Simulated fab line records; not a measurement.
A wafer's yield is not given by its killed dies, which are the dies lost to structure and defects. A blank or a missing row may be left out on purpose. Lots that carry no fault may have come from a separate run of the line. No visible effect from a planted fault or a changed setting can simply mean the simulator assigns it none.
Lot-split experiment :: flow n5Finfet :: route with 1938 steps; 7 lots, 39 wafers read

== THE SPLIT ITSELF ==
At N5_FIN_SAQP_SPACER2_ALD_28 (deposits SiO2, target thk 8.1 nm, pulse time 1 s, purge time 2 s), the setting targetThkA was moved away from the recipe's 81 angstrom on 15 of the 39 wafers read, by -5.3% to +10.7%. The other wafers ran this setting at the recipe's value.

== FROM THE SPLIT TO THE READING: what the file shows between them, 5 steps ==
- N5_FIN_SAQP_SPACER2_ETCHBACK_29: etches SiO2 in CHF3/O2, target depth 12.2 nm, time 6.1 s
- N5_FIN_SAQP_MANDREL2_REMOVE_60: chemistry HBr/Cl2/O2, target a-Si, stops on SiNx, bt time 10 s
- N5_FIN_SAQP_HM_OPEN_33: chemistry CH3F/O2, target SiNx, target depth 49.4 nm, time 70.6 s
- N5_FIN_SAQP_ETCH_34: etches SiO2 in C4F6/O2, target depth 45 nm, time 15 s
- N5_FIN_SAQP_STRIP_77: strips in N2/H2, time 90 s

== THE READING ==
FIN_SAQP.cdNm (the simulator's own value, which no gauge read), in nm, at N5_FIN_SAQP_ETCH_64 (etches SiO2 in CF4, target depth 1.5 nm). The file gives no usual value for it. The 24 wafers here that ran the recipe average 8.1 nm, standard deviation 0.13 nm.

wafer: L075.1
tool, chamber at the split: aldSin-04, 2,1,3
targetThkA as run, angstrom: 81
against the recipe: recipe
FIN_SAQP.cdNm, nm: 8.2
against lot-mates on the recipe: -

wafer: L075.5
tool, chamber at the split: aldSin-04, 2,1,3
targetThkA as run, angstrom: 81
against the recipe: recipe
FIN_SAQP.cdNm, nm: 8.2
against lot-mates on the recipe: -

wafer: L075.2
tool, chamber at the split: aldSin-04, 2,1,3
targetThkA as run, angstrom: 81
against the recipe: recipe
FIN_SAQP.cdNm, nm: 8
against lot-mates on the recipe: -

wafer: L075.3
tool, chamber at the split: aldSin-04, 0,3,0
targetThkA as run, angstrom: 84.65
against the recipe: +4.5%
FIN_SAQP.cdNm, nm: 8.6
against lot-mates on the recipe: +0.5

wafer: L075.4
tool, chamber at the split: aldSin-04, 0,3,0
targetThkA as run, angstrom: 84.65
against the recipe: +4.5%
FIN_SAQP.cdNm, nm: 8.8
against lot-mates on the recipe: +0.7

wafer: L075.6
tool, chamber at the split: aldSin-04, 0,3,0
targetThkA as run, angstrom: 84.65
against the recipe: +4.5%
FIN_SAQP.cdNm, nm: 8.4
against lot-mates on the recipe: +0.3

wafer: L078.1
tool, chamber at the split: aldSin-04, 1,2,0
targetThkA as run, angstrom: 89.63
against the recipe: +10.7%
FIN_SAQP.cdNm, nm: 9
against lot-mates on the recipe: +0.9

wafer: L078.2
tool, chamber at the split: aldSin-04, 1,2,0
targetThkA as run, angstrom: 89.63
against the recipe: +10.7%
FIN_SAQP.cdNm, nm: 9
against lot-mates on the recipe: +0.9

wafer: L078.3
tool, chamber at the split: aldSin-04, 0,3,1
targetThkA as run, angstrom: 81
against the recipe: recipe
FIN_SAQP.cdNm, nm: 8
against lot-mates on the recipe: -

wafer: L078.5
tool, chamber at the split: aldSin-04, 0,3,1
targetThkA as run, angstrom: 81
against the recipe: recipe
FIN_SAQP.cdNm, nm: 8
against lot-mates on the recipe: -

wafer: L078.4
tool, chamber at the split: aldSin-04, 0,3,1
targetThkA as run, angstrom: 81
against the recipe: recipe
FIN_SAQP.cdNm, nm: 8.2
against lot-mates on the recipe: -

wafer: L078.6
tool, chamber at the split: aldSin-04, 1,2,0
targetThkA as run, angstrom: 89.63
against the recipe: +10.7%
FIN_SAQP.cdNm, nm: 9.2
against lot-mates on the recipe: +1.1

wafer: L079.1
tool, chamber at the split: aldSin-03, 0,2,1
targetThkA as run, angstrom: 81
against the recipe: recipe
FIN_SAQP.cdNm, nm: 8
against lot-mates on the recipe: -

wafer: L079.2
tool, chamber at the split: aldSin-03, 0,2,1
targetThkA as run, angstrom: 81
against the recipe: recipe
FIN_SAQP.cdNm, nm: 8
against lot-mates on the recipe: -

wafer: L079.4
tool, chamber at the split: aldSin-03, 0,2,1
targetThkA as run, angstrom: 81
against the recipe: recipe
FIN_SAQP.cdNm, nm: 8
against lot-mates on the recipe: -

wafer: L079.3
tool, chamber at the split: aldSin-03, 3,2,1
targetThkA as run, angstrom: 77.24
against the recipe: -4.6%
FIN_SAQP.cdNm, nm: 7.4
against lot-mates on the recipe: -0.6

wafer: L079.5
tool, chamber at the split: aldSin-03, 3,2,1
targetThkA as run, angstrom: 77.24
against the recipe: -4.6%
FIN_SAQP.cdNm, nm: 8
against lot-mates on the recipe: +0.0

wafer: L079.6
tool, chamber at the split: aldSin-03, 3,2,1
targetThkA as run, angstrom: 77.24
against the recipe: -4.6%
FIN_SAQP.cdNm, nm: 7.6
against lot-mates on the recipe: -0.4

wafer: L086.2
tool, chamber at the split: aldSin-04, 1,0,1
targetThkA as run, angstrom: 81
against the recipe: recipe
FIN_SAQP.cdNm, nm: 8
against lot-mates on the recipe: -

wafer: L086.4
tool, chamber at the split: aldSin-04, 1,0,1
targetThkA as run, angstrom: 81
against the recipe: recipe
FIN_SAQP.cdNm, nm: 8
against lot-mates on the recipe: -

wafer: L086.5
tool, chamber at the split: aldSin-04, 1,0,1
targetThkA as run, angstrom: 81
against the recipe: recipe
FIN_SAQP.cdNm, nm: 8.2
against lot-mates on the recipe: -

wafer: L089.1
tool, chamber at the split: aldSin-02, 0,2,1,3,0
targetThkA as run, angstrom: 81
against the recipe: recipe
FIN_SAQP.cdNm, nm: 8
against lot-mates on the recipe: -

wafer: L089.2
tool, chamber at the split: aldSin-02, 0,2,1,3,0
targetThkA as run, angstrom: 81
against the recipe: recipe
FIN_SAQP.cdNm, nm: 8
against lot-mates on the recipe: -

wafer: L089.4
tool, chamber at the split: aldSin-02, 3
targetThkA as run, angstrom: 81
against the recipe: recipe
FIN_SAQP.cdNm, nm: 8
against lot-mates on the recipe: -

wafer: L089.5
tool, chamber at the split: aldSin-02, 0,2,1,3,0
targetThkA as run, angstrom: 81
against the recipe: recipe
FIN_SAQP.cdNm, nm: 8
against lot-mates on the recipe: -

wafer: L089.3
tool, chamber at the split: aldSin-02, 0,2,1,3,0
targetThkA as run, angstrom: 81
against the recipe: recipe
FIN_SAQP.cdNm, nm: 8.2
against lot-mates on the recipe: -

wafer: L089.6
tool, chamber at the split: aldSin-02, 0,2,1,3,0
targetThkA as run, angstrom: 81
against the recipe: recipe
FIN_SAQP.cdNm, nm: 8.2
against lot-mates on the recipe: -

wafer: L095.1
tool, chamber at the split: aldSin-04, 0,3
targetThkA as run, angstrom: 81
against the recipe: recipe
FIN_SAQP.cdNm, nm: 8.4
against lot-mates on the recipe: -

wafer: L095.2
tool, chamber at the split: aldSin-04, 2
targetThkA as run, angstrom: 81
against the recipe: recipe
FIN_SAQP.cdNm, nm: 8
against lot-mates on the recipe: -

wafer: L095.3
tool, chamber at the split: aldSin-04, 1,3,2
targetThkA as run, angstrom: 84.1
against the recipe: +3.8%
FIN_SAQP.cdNm, nm: 8.6
against lot-mates on the recipe: +0.4

wafer: L095.5
tool, chamber at the split: aldSin-04, 1,3,2
targetThkA as run, angstrom: 84.1
against the recipe: +3.8%
FIN_SAQP.cdNm, nm: 8.6
against lot-mates on the recipe: +0.4

wafer: L095.4
tool, chamber at the split: aldSin-04, 1,3,2
targetThkA as run, angstrom: 84.1
against the recipe: +3.8%
FIN_SAQP.cdNm, nm: 8.4
against lot-mates on the recipe: +0.2

wafer: L095.6
tool, chamber at the split: aldSin-04, 0,3
targetThkA as run, angstrom: 81
against the recipe: recipe
FIN_SAQP.cdNm, nm: 8.2
against lot-mates on the recipe: -

wafer: L097.1
tool, chamber at the split: aldSin-02, 0,1,2
targetThkA as run, angstrom: 81
against the recipe: recipe
FIN_SAQP.cdNm, nm: 8.2
against lot-mates on the recipe: -

wafer: L097.2
tool, chamber at the split: aldSin-02, 0,1,2
targetThkA as run, angstrom: 81
against the recipe: recipe
FIN_SAQP.cdNm, nm: 8.4
against lot-mates on the recipe: -

wafer: L097.3
tool, chamber at the split: aldSin-02, 3,2,1
targetThkA as run, angstrom: 76.67
against the recipe: -5.3%
FIN_SAQP.cdNm, nm: 8
against lot-mates on the recipe: -0.2

wafer: L097.5
tool, chamber at the split: aldSin-02, 3,2,1
targetThkA as run, angstrom: 76.67
against the recipe: -5.3%
FIN_SAQP.cdNm, nm: 8
against lot-mates on the recipe: -0.2

wafer: L097.6
tool, chamber at the split: aldSin-02, 3,2,1
targetThkA as run, angstrom: 76.67
against the recipe: -5.3%
FIN_SAQP.cdNm, nm: 8
against lot-mates on the recipe: -0.2

wafer: L097.4
tool, chamber at the split: aldSin-02, 0,1,2
targetThkA as run, angstrom: 81
against the recipe: recipe
FIN_SAQP.cdNm, nm: 8
against lot-mates on the recipe: -
The file does not say which wafer passed through which chamber wherever a row lists several chambers: such a row stands for several wafers.

FIT RESULTS
A straight line over all 39 wafers: FIN_SAQP.cdNm changes by +0.0822 nm for each +1% of targetThkA; r = +0.88; the points scatter about the line by 0.17 nm.
The same after taking each lot's own level away (the mean of its wafers on the recipe; 39 wafers): +0.082 nm for each +1%; r = +0.91; scatter 0.15 nm.
The reading moves by 0.87 nm for the largest change in targetThkA, on that fit.
From 8.00 to 8.20 nm: that is the span of the lots' own levels, equal to 1.5 times the standard deviation above.
Hence the lot-to-lot level has little effect on the slope; both slopes agree.
Check: for one of the wafers moved furthest among these (+10.7%), held out of the fit, the line's prediction against its lot-mates is +0.91 nm. Against them it came out at +0.933 nm.

== THE WHOLE CHAIN: every reading that the file lists as answering this split, in the file's order ==
step: N5_FIN_SAQP_SPACER2_ALD_28
what it does: deposits SiO2, target thk 8.1 nm, pulse time 1 s, purge time 2 s
reading: SiO2_of_FIN_SAQP_SPACER2_ALD_28.thkNm (the simulator's own value, which no gauge read)
change (the file's fit): +0.0826 nm for each +1% of the setting
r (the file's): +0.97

step: N5_FIN_SAQP_MANDREL2_REMOVE_60
what it does: chemistry HBr/Cl2/O2, target a-Si, stops on SiNx, bt time 10 s
reading: FIN_SAQP.cdNm (the simulator's own value, which no gauge read)
change (the file's fit): +0.0921 nm for each +1% of the setting
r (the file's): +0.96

step: N5_FIN_SAQP_HM_OPEN_33
what it does: chemistry CH3F/O2, target SiNx, target depth 49.4 nm, time 70.6 s
reading: FIN_SAQP.cdNm (the simulator's own value, which no gauge read)
change (the file's fit): +0.0856 nm for each +1% of the setting
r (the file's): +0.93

step: N5_FIN_SAQP_ETCH_34
what it does: etches SiO2 in C4F6/O2, target depth 45 nm, time 15 s
reading: FIN_SAQP.cdNm (the simulator's own value, which no gauge read)
change (the file's fit): +0.0846 nm for each +1% of the setting
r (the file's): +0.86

step: N5_FIN_SAQP_ETCH_64
what it does: etches SiO2 in CF4, target depth 1.5 nm
reading: FIN_SAQP.cdNm (the simulator's own value, which no gauge read)
change (the file's fit): +0.0838 nm for each +1% of the setting
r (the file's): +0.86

== FILE'S OWN FIT ==
FIN_SAQP.cdNm changes by +0.0838 nm for each +1% of targetThkA, r = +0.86.
